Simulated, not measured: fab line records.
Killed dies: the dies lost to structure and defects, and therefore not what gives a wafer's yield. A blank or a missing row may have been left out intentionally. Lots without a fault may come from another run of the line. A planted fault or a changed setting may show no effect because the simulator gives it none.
fab line records + flow nandHarc + part 2 of 2: steps 27 to 40 of 40
[record]
- lots = 5
- wafers = 15
- lastDay = 33
route steps=1302 shown A_M0@1142 A_M1@1169
lots untouched by any fault: they come from a run of this same line in which no faults occurred
startH: hours from the record's first day to the start of the lot's first wafer shown + waitH: how many hours have passed since the lot's step before this one + " unchanged from the row above + L1.1+2: one row covering several wafers at once + - no value, or no start was given + * or withheld: withheld + < > ~ a bound
route shown NAME@n: names a module that has steps shown in the file, with the first one's number in the route + usual: mean/standard deviation taken from wafers without a fault + same: alike in all rows + chamber/n: place in a boat + sites: per-site readings + _std_site: standard deviation across them + _edge_site: inner sites' mean taken away from outer sites' mean + radiusMm: for every site, how far away it sits from the centre of the wafer + mask NAME#n: copy n + behind: the most recent tool/chamber to have shaped the wafer + hold: reason for holding the lot/hours on hold/outcome of the hold + device: transistor that didn't switch, given as n, p or np + end of line: tests of these same wafers at the route's end + step lacking rows: just its recipe + killed: count of dies lost to structure and defects at first sort (not the wafer's yield) + map: per-die view of a wafer (x killed, . not killed, _ where there is no die)
set.NAME: the setting that was run; set.NAME@STEP: the one run at that earlier step + model.NAME: the simulator's own value behind a step, which no gauge read
lots seen at some steps along the route; tables by step, rows by wafer
services: from which hour (startH, from the record's first day; less than 0 if before it) a tool's chamber was out of use, for how many hours, and why
[[steps]]
[step NHARC_A_M1_DEP_00]
[recipe]
- targetThkA = 1825
- targetThkNm = 182.5
- tempC = withheld
- pressureTorr = 5
- flowSccm = 200
- rfW = 600
- material = SiOC
| lot.wafer  | tool     | chamber | startH | waitH |
|------------|----------|---------|--------|-------|
| L077.2+5+4 | pecvd-02 | 0,2,1   | 566.37 | -     |
| L081.1+4+6 | pecvd-04 | 2,1,0   | 607.65 | -     |
| L091.2+6+4 | pecvd-03 | 0,2,0   | 669.84 | -     |
| L092.3+6+4 | pecvd-03 | 2,2,1   | 697.42 | 0.3   |
| L097.4+6+5 | pecvd-02 | 1,2,0   | 750.54 | -     |
[step NHARC_A_M1_DEHYDRATE_01]
[recipe]
- tempC = 150
- timeS = 120
| lot.wafer  | tool          | chamber | startH | waitH |
|------------|---------------|---------|--------|-------|
| L077.2+4+5 | lithoTrack-01 | 0       | 566.72 | -     |
| L081.1+4+6 | lithoTrack-06 | 0       | 608.01 | -     |
| L091.2+4+6 | lithoTrack-04 | 0       | 670.15 | -     |
| L092.3+4+6 | lithoTrack-01 | 0       | 697.82 | -     |
| L097.4+5+6 | lithoTrack-01 | 0       | 750.81 | -     |
[step NHARC_A_M1_HMDS_02]
[recipe]
- timeS = 30
| lot.wafer  | tool          | chamber | startH | waitH |
|------------|---------------|---------|--------|-------|
| L077.2+4+5 | lithoTrack-01 | 0       | -      | -     |
| L081.1+4+6 | lithoTrack-06 | 0       | -      | -     |
| L091.2+4+6 | lithoTrack-04 | 0       | -      | -     |
| L092.3+4+6 | lithoTrack-01 | 0       | -      | -     |
| L097.4+5+6 | lithoTrack-01 | 0       | -      | -     |
[step NHARC_A_M1_COAT_34]
[recipe]
- tempC = 200
- timeS = 65
| lot.wafer  | tool          | chamber | startH | waitH |
|------------|---------------|---------|--------|-------|
| L077.2+4+5 | lithoTrack-01 | 0       | -      | -     |
| L081.1+4+6 | lithoTrack-06 | 0       | -      | -     |
| L091.2+4+6 | lithoTrack-04 | 0       | -      | -     |
| L092.3+4+6 | lithoTrack-01 | 0       | -      | -     |
| L097.4+5+6 | lithoTrack-01 | 0       | -      | -     |
[step NHARC_A_M1_COAT_03]
[recipe]
- spinRpm = 1500
- resistThkNm = 90
| lot.wafer  | tool          | chamber | startH | waitH |
|------------|---------------|---------|--------|-------|
| L077.2+4+5 | lithoTrack-01 | 0       | -      | -     |
| L081.1+4+6 | lithoTrack-06 | 0       | -      | -     |
| L091.2+4+6 | lithoTrack-04 | 0       | -      | -     |
| L092.3+4+6 | lithoTrack-01 | 0       | -      | -     |
| L097.4+5+6 | lithoTrack-01 | 0       | -      | -     |
[step NHARC_A_M1_SOFTBAKE_04]
[recipe]
- tempC = 105
- timeS = 55
| lot.wafer  | tool          | chamber | startH | waitH |
|------------|---------------|---------|--------|-------|
| L077.2+4+5 | lithoTrack-01 | 0       | -      | -     |
| L081.1+4+6 | lithoTrack-06 | 0       | -      | -     |
| L091.2+4+6 | lithoTrack-04 | 0       | -      | -     |
| L092.3+4+6 | lithoTrack-01 | 0       | -      | -     |
| L097.4+5+6 | lithoTrack-01 | 0       | -      | -     |
[step NHARC_A_M1_EBR_05]
| lot.wafer  | tool          | chamber | startH | waitH |
|------------|---------------|---------|--------|-------|
| L077.2+4+5 | lithoTrack-01 | 0       | -      | -     |
| L081.1+4+6 | lithoTrack-06 | 0       | -      | -     |
| L091.2+4+6 | lithoTrack-04 | 0       | -      | -     |
| L092.3+4+6 | lithoTrack-01 | 0       | -      | -     |
| L097.4+5+6 | lithoTrack-01 | 0       | -      | -     |
[step NHARC_A_M1_EXPOSE_06]
[recipe]
- na = 1.35
- targetCdNm = 120
- doseMj = 75.13
- maskId = A_M1
| lot.wafer  | tool           | chamber | startH | waitH | mask   |
|------------|----------------|---------|--------|-------|--------|
| L077.2+4+5 | arfiScanner-03 | 0       | 567.02 | -     | A_M1#0 |
| L081.1+4+6 | arfiScanner-03 | 0       | 608.29 | -     | A_M1#0 |
| L091.2+4+6 | arfiScanner-03 | 0       | 670.45 | -     | A_M1#0 |
| L092.3+4+6 | arfiScanner-02 | 0       | 698.00 | -     | A_M1#0 |
| L097.4+5+6 | arfiScanner-01 | 0       | 751.11 | -     | A_M1#0 |
[step NHARC_A_M1_PEB_07]
[recipe]
- pebTempC = 100
- pebTimeS = 65
| lot.wafer  | tool          | chamber | startH | waitH |
|------------|---------------|---------|--------|-------|
| L077.2+4+5 | lithoTrack-04 | 0       | 567.07 | 0.1   |
| L081.1+4+6 | lithoTrack-06 | 0       | 608.35 | 0.1   |
| L091.2+4+6 | lithoTrack-06 | 0       | 670.50 | 0.1   |
| L092.3+4+6 | lithoTrack-06 | 0       | 698.05 | 0.0   |
| L097.4+5+6 | lithoTrack-06 | 0       | 751.16 | 0.0   |
[step NHARC_A_M1_DEVELOP_08]
[recipe]
- developTimeS = 35
- devTempC = 23
| lot.wafer  | tool          | chamber | startH | waitH |
|------------|---------------|---------|--------|-------|
| L077.2+4+5 | lithoTrack-04 | 0       | -      | -     |
| L081.1+4+6 | lithoTrack-06 | 0       | -      | -     |
| L091.2+4+6 | lithoTrack-06 | 0       | -      | -     |
| L092.3+4+6 | lithoTrack-06 | 0       | -      | -     |
| L097.4+5+6 | lithoTrack-06 | 0       | -      | -     |
[step NHARC_A_M1_CD_MEAS_09]
[recipe]
- targetCdNm = 120
- landingEnergyEv = 500
[usual]
- cdNm = 120.3/0.81
| lot.wafer | tool     | chamber | startH | waitH | cdNm  |
|-----------|----------|---------|--------|-------|-------|
| L077.2    | cdSem-01 | 0       | 567.16 | -     | 119.0 |
| L077.4    | "        | 0       | "      | "     | 118.4 |
| L077.5    | "        | 0       | "      | "     | 119.6 |
| L081.1    | cdSem-01 | 0       | 608.43 | -     | 121.7 |
| L081.4    | "        | 0       | "      | "     | 120.8 |
| L081.6    | "        | 0       | "      | "     | 120.3 |
| L091.2    | cdSem-02 | 0       | 670.58 | -     | 121.1 |
| L091.4    | "        | 0       | "      | "     | 121.1 |
| L091.6    | "        | 0       | "      | "     | 121.3 |
| L092.3    | cdSem-03 | 0       | 698.13 | -     | 120.8 |
| L092.4    | "        | 0       | "      | "     | 121.4 |
| L092.6    | "        | 0       | "      | "     | 121.9 |
| L097.4    | cdSem-01 | 0       | 751.25 | -     | 120.8 |
| L097.5    | "        | 0       | "      | "     | 121.4 |
| L097.6    | "        | 0       | "      | "     | 121.0 |
[step NHARC_A_M1_OVL_MEAS_10]
[recipe]
- pitchNm = 240
[usual]
- overlayXNm = -0.3/0.92
- overlayYNm = -0.2/0.8
| lot.wafer | tool       | chamber | startH | waitH | overlayXNm | overlayYNm |
|-----------|------------|---------|--------|-------|------------|------------|
| L077.2    | overlay-01 | -       | 567.25 | -     | -1.2       | -1.9       |
| L077.4    | "          | -       | "      | "     | -0.6       | -1.5       |
| L077.5    | "          | -       | "      | "     | -0.3       | -1.0       |
| L081.1    | overlay-01 | -       | 608.52 | -     | 0.3        | 0.4        |
| L081.4    | "          | -       | "      | "     | 0.0        | -0.1       |
| L081.6    | "          | -       | "      | "     | 0.0        | -0.1       |
| L091.2    | overlay-01 | -       | 670.67 | -     | -2.1       | 0.9        |
| L091.4    | "          | -       | "      | "     | -1.3       | 0.5        |
| L091.6    | "          | -       | "      | "     | -2.4       | 0.5        |
| L092.3    | overlay-02 | -       | 698.22 | -     | 0.7        | -0.6       |
| L092.4    | "          | -       | "      | "     | 0.3        | -0.6       |
| L092.6    | "          | -       | "      | "     | 0.4        | 0.0        |
| L097.4    | overlay-02 | -       | 751.33 | -     | -1.5       | -0.8       |
| L097.5    | "          | -       | "      | "     | -1.4       | -0.6       |
| L097.6    | "          | -       | "      | "     | -1.3       | -1.1       |
[step NHARC_A_M1_INSPECT_11]
[usual]
- rawDefectCount = 83/34
| lot.wafer | tool             | chamber | startH | waitH | rawDefectCount |
|-----------|------------------|---------|--------|-------|----------------|
| L077.2    | defectInspect-01 | -       | 567.28 | 0.0   | 74             |
| L077.4    | "                | -       | "      | "     | 69             |
| L077.5    | "                | -       | "      | "     | 76             |
| L081.1    | defectInspect-01 | -       | 608.56 | 0.0   | 70             |
| L081.4    | "                | -       | "      | "     | 70             |
| L081.6    | "                | -       | "      | "     | 73             |
| L091.2    | defectInspect-01 | -       | 670.71 | 0.0   | 95             |
| L091.4    | "                | -       | "      | "     | 95             |
| L091.6    | "                | -       | "      | "     | 105            |
| L092.3    | defectInspect-01 | -       | 698.25 | 0.0   | 84             |
| L092.4    | "                | -       | "      | "     | 77             |
| L092.6    | "                | -       | "      | "     | 80             |
| L097.4    | defectInspect-01 | -       | 751.37 | 0.0   | 41             |
| L097.5    | "                | -       | "      | "     | 42             |
| L097.6    | "                | -       | "      | "     | 52             |
[step NHARC_A_M1_DESCUM_14]
[recipe]
- timeS = 3
- o2FlowSccm = 200
- arFlowSccm = 0
- biasPowerW = 0
- chemistry = O2
[usual]
- chamberPressureMTorr = 60.00/0.057
- drypumpMotorCurrentA = 5.6/0.52
- oesProductAu = 1.002/0.0088
- rfVppV = 57.7/0.84
- showerheadPlenumPTorr = 1.92/0.09
- throttleValvePct = 11.311/0.0098
| lot.wafer | tool       | chamber | startH | waitH | chamberPressureMTorr | drypumpMotorCurrentA | oesProductAu | rfHoursCounterH | rfVppV | showerheadPlenumPTorr | throttleValvePct |
|-----------|------------|---------|--------|-------|----------------------|----------------------|--------------|-----------------|--------|-----------------------|------------------|
| L077.4    | rieDiel-03 | 3       | 567.34 | 0.1   | 60.01                | 4.8                  | 0.992        | 3.8             | 57.2   | 2.02                  | 11.304           |
| L077.2    | "          | 1       | "      | "     | 59.95                | 6.3                  | 0.999        | 3.8             | 58.6   | 1.91                  | 11.326           |
| L077.5    | "          | 0       | "      | "     | 60.01                | 5.0                  | 1.012        | -               | 59.0   | 2.04                  | 11.291           |
| L081.4    | rieDiel-13 | 1       | 608.62 | 0.1   | 60.09                | 5.1                  | 1.016        | 2.3             | 57.7   | 1.83                  | 11.328           |
| L081.1    | "          | 0       | "      | "     | 60.03                | 5.6                  | 1.011        | 1.9             | 57.4   | 2.02                  | 11.321           |
| L081.6    | "          | 1       | "      | "     | 59.98                | 5.0                  | 1.010        | -               | 58.2   | 1.83                  | 11.317           |
| L091.2    | rieDiel-13 | 1       | 670.78 | 0.1   | 60.01                | 5.0                  | 1.011        | 4.2             | 57.6   | 1.83                  | 11.299           |
| L091.4    | "          | 2       | "      | "     | 59.95                | 6.2                  | 1.005        | 4.1             | 58.6   | 1.84                  | 11.326           |
| L091.6    | "          | 3       | "      | "     | 59.95                | 6.1                  | 1.002        | -               | 57.4   | 1.83                  | 11.318           |
| L092.4    | rieDiel-08 | 0       | 698.32 | 0.1   | 60.01                | 5.9                  | 0.989        | 8.2             | 57.6   | 2.02                  | 11.312           |
| L092.3    | "          | 2       | "      | "     | 60.06                | 5.8                  | 0.991        | 8.7             | 58.3   | 1.85                  | 11.321           |
| L092.6    | "          | 3       | "      | "     | 60.00                | 6.1                  | 1.014        | -               | 57.4   | 1.96                  | 11.311           |
| L097.4    | rieDiel-08 | 0       | 751.45 | 0.1   | 59.93                | 5.9                  | 0.996        | 0.9             | 58.4   | 2.02                  | 11.317           |
| L097.6    | "          | 1       | "      | "     | 59.98                | 5.5                  | 0.996        | -               | 58.0   | 1.80                  | 11.303           |
| L097.5    | "          | 2       | "      | "     | 60.09                | 5.8                  | 1.002        | -               | 57.4   | 1.85                  | 11.300           |
[[services]]
| tool           | chamber | startH | hours | kind   |
|----------------|---------|--------|-------|--------|
| arfiScanner-03 | -       | 540.00 | 4.0   | pm     |
| pecvd-03       | -       | 547.08 | 13.0  | pm     |
| lithoTrack-04  | -       | 553.00 | 7.0   | pm     |
| pecvd-03       | -       | 564.50 | 1.8   | repair |
| pecvd-03       | 2       | 571.26 | 2.0   | repair |
| rieDiel-10     | -       | 596.59 | 9.0   | pm     |
| rieDiel-12     | 2       | 599.80 | 17.9  | repair |
| rieDiel-12     | -       | 622.44 | 9.0   | pm     |
| rieDiel-10     | 0       | 626.01 | 6.2   | repair |
| pecvd-04       | -       | 631.16 | 13.0  | pm     |
| rieDiel-10     | 0       | 640.78 | 8.6   | repair |
| pecvd-03       | -       | 645.05 | 18.7  | repair |
| wetBench-08    | -       | 646.40 | 8.0   | pm     |
| rieDiel-12     | 1       | 673.73 | 1.6   | repair |
| lithoTrack-01  | -       | 680.00 | 7.0   | pm     |
| rieDiel-10     | 1       | 682.60 | 15.9  | repair |
| rieDiel-12     | 1       | 692.43 | 2.5   | repair |
| pvdSputter-03  | -       | 699.72 | 4.3   | repair |
| lithoTrack-06  | -       | 704.00 | 7.0   | pm     |
| rieDiel-12     | 3       | 721.02 | 4.3   | repair |
| lithoTrack-04  | -       | 728.00 | 7.0   | pm     |
| pecvd-03       | -       | 728.08 | 13.0  | pm     |
| pvdSputter-03  | -       | 740.34 | 2.3   | repair |
| pecvd-04       | 1       | 743.18 | 3.2   | repair |
